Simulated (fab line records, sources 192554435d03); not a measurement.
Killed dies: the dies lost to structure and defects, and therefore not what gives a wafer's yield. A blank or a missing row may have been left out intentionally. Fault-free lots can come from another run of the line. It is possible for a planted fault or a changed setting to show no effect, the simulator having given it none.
Struck lot and sound lot, side by side	flow n5_finfet	26 steps out of a route of 1938
Sound: wafers L184.2, L184.3, L184.6. The struck wafers were L173.1, L173.3. The cause is named last.
For every step that has rows: the tool of each side, followed by ch and its chambers, followed by its first start. Under that, the readings that differ: sound wafers	struck wafers	difference of the means	sigmas: that difference in standard deviations of wafers without a fault.
alike: readings with means less than 2 such deviations apart, plus words and numbers identical on both sides. not compared: withheld readings, readings lacking a value on some wafer, bounds such as >300 that could conceal the same value, and numbers that have no deviation in the record and whose values overlap.
A row with sigmas, a row that says differs or no value, or rows on one side alone: a step with any of these is where the two part. When numbers do not overlap yet have no deviation, they are printed without sigmas and do not part them. Lack of a reading on every wafer of one side parts them only where that side has two or more wafers.

N5_STI_FIN_REVEAL_ALD_14: deposits Si3N4, target thk 3 nm.
  sound on ald_sin-02 ch 0,1,3, day 6 09:28; struck on ald_sin-02 ch 0,1, day 3 15:07
  alike: heater_power_w
  not compared: since_wet_clean_h
then, 3 steps without rows for these wafers: N5_STI_FIN_REVEAL_FCVD_FILL_01 (material SiO2 flowable, target thk 312 nm, time 512.2 s); N5_STI_FIN_REVEAL_DENSIFY_02 (time 1800 s); N5_STI_FIN_REVEAL_CMP_04 (polishes, stops on Si3N4, t overpolish 4 s, target thk 131.83 nm).
N5_STI_FIN_REVEAL_THK_MEAS_05:
  sound: film_metro-02 at day 6 14:48; struck: film_metro-02 at day 3 20:26
  alike: thk_nm
after that, 1 step had no rows for these wafers: N5_STI_FIN_REVEAL_DENSIFY_30.
N5_STI_FIN_REVEAL_ETCHBACK_08: etches SiO2 in C4F6/O2, target depth 30.5 nm, time 10.167 s.
  sound on rie_diel-05 ch 1,3, day 6 15:04; struck on rie_diel-05 ch 1,2, day 3 20:55
  alike: chamber_pressure_mTorr, drypump_motor_current_A, oes_ar_750_au, oes_product_au, rf_vpp_V, showerhead_plenum_p_Torr, throttle_valve_pct
  not compared: rf_hours_counter_h
N5_STI_FIN_REVEAL_STRIP_24: strips in N2/H2, time 90 s.
  sound on rie_diel-05 ch 1,3, day 6 15:07; struck on rie_diel-05 ch 1,2, day 3 20:56
  alike: chamber_pressure_mTorr, drypump_motor_current_A, oes_product_au, rf_vpp_V, showerhead_plenum_p_Torr, throttle_valve_pct
  not compared: rf_hours_counter_h
then, 4 steps without rows for these wafers: N5_STI_FIN_REVEAL_PRECLEAN_25 (cleans in SPM, time 90 s); N5_STI_FIN_REVEAL_PRECLEAN_26 (cleans in SC1, time 45 s); N5_STI_FIN_REVEAL_PRECLEAN_29 (cleans in DHF, time 30 s); N5_STI_FIN_REVEAL_SRD_12 (time 30 s).
N5_STI_FIN_REVEAL_RECESS_09: chemistry HF/NH3, target SiO2, afs cycles 11, target depth 42.5 nm, sublimation time 60 s.
  sound on vapor_etch-01 ch 0,1, day 6 15:20; struck on vapor_etch-02 ch 0,1, day 3 21:10
reading	sound	struck	difference	sigmas
drypump_motor_current_A (A)	5.9 6.0 6.0	5.2 5.2	-0.8	-2
model.etch.depth_nm (nm)	42.05 42.05 42.05	26.43 26.43	-15.62	
model.SiNx_of_FIN_SAQP_HM_DEP_03.thk_nm (nm)	18.8 18 18.8	19.8 19.4	+1.1	
  alike: foreline_p_Torr
then, 3 steps without rows for these wafers: N5_STI_FIN_REVEAL_STRIP_16 (strips SiNx in H3PO4, target depth 23.8 nm); N5_STI_FIN_REVEAL_PRECLEAN_17 (cleans in NF3:NH3, afs cycles 1, time 20 s, sublimation time 60 s); N5_STI_FIN_REVEAL_ETCH_34 (etches Si in H2, material Si, target depth 0.97 nm).
N5_STI_FIN_REVEAL_OXIDATION_31: chemistry O2 PLASMA REMOTE, time 20 s.
  sound on plasma_asher-02 ch 0,1, day 6 17:29; struck on plasma_asher-01 ch 0,1, day 3 23:22
  alike: chamber_pressure_mTorr, drypump_motor_current_A, heater_power_w
  not compared: rf_hours_counter_h
then, 3 steps without rows for these wafers: N5_STI_FIN_REVEAL_PRECLEAN_32 (cleans in NF3:NH3, afs cycles 1, time 20 s, sublimation time 60 s); N5_STI_FIN_REVEAL_STRIP_35 (strips Si3N4 in H3PO4, target depth 4 nm, time 39 s); N5_STI_FIN_REVEAL_SRD_21 (time 30 s).
N5_STI_FIN_REVEAL_OXIDATION_33: chemistry O2 PLASMA REMOTE, time 20 s.
  sound on plasma_asher-02 ch 0, day 6 17:50; struck on plasma_asher-01 ch 1, day 3 23:47
  alike: chamber_pressure_mTorr, drypump_motor_current_A, heater_power_w
  not compared: rf_hours_counter_h
then, 2 steps without rows for these wafers: N5_STI_FIN_REVEAL_CLEAN_19 (cleans in O3/DIW, time 120 s); N5_STI_FIN_REVEAL_SRD_23 (time 30 s).
N5_STI_FIN_REVEAL_CD_MEAS_22: target cd 6.238 nm, pitch 28 nm.
  sound: cd_sem-01 at day 6 18:00; struck: cd_sem-01 at day 3 23:56
  alike: cd_nm
N5_STI_FIN_REVEAL_FIN_H_MEAS_10:
  sound: ocd-02 at day 6 18:02; struck: ocd-02 at day 3 23:59
reading	sound	struck	difference	sigmas
trench_depth_nm (nm)	51.0 50.9 51.4	35.1 35.1	-16.0	-22
then, 1 step without rows for these wafers: N5_STI_FIN_REVEAL_PRECLEAN_18 (cleans in SC2, time 45 s).

== WHERE THEY PART ==
Earliest at N5_STI_FIN_REVEAL_RECESS_09; latest, in this record, at N5_STI_FIN_REVEAL_FIN_H_MEAS_10.

WHY: what the simulator had put in
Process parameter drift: vapor_etch-02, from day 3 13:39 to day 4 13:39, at N5_STI_FIN_REVEAL_RECESS_09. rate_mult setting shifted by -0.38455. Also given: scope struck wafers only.
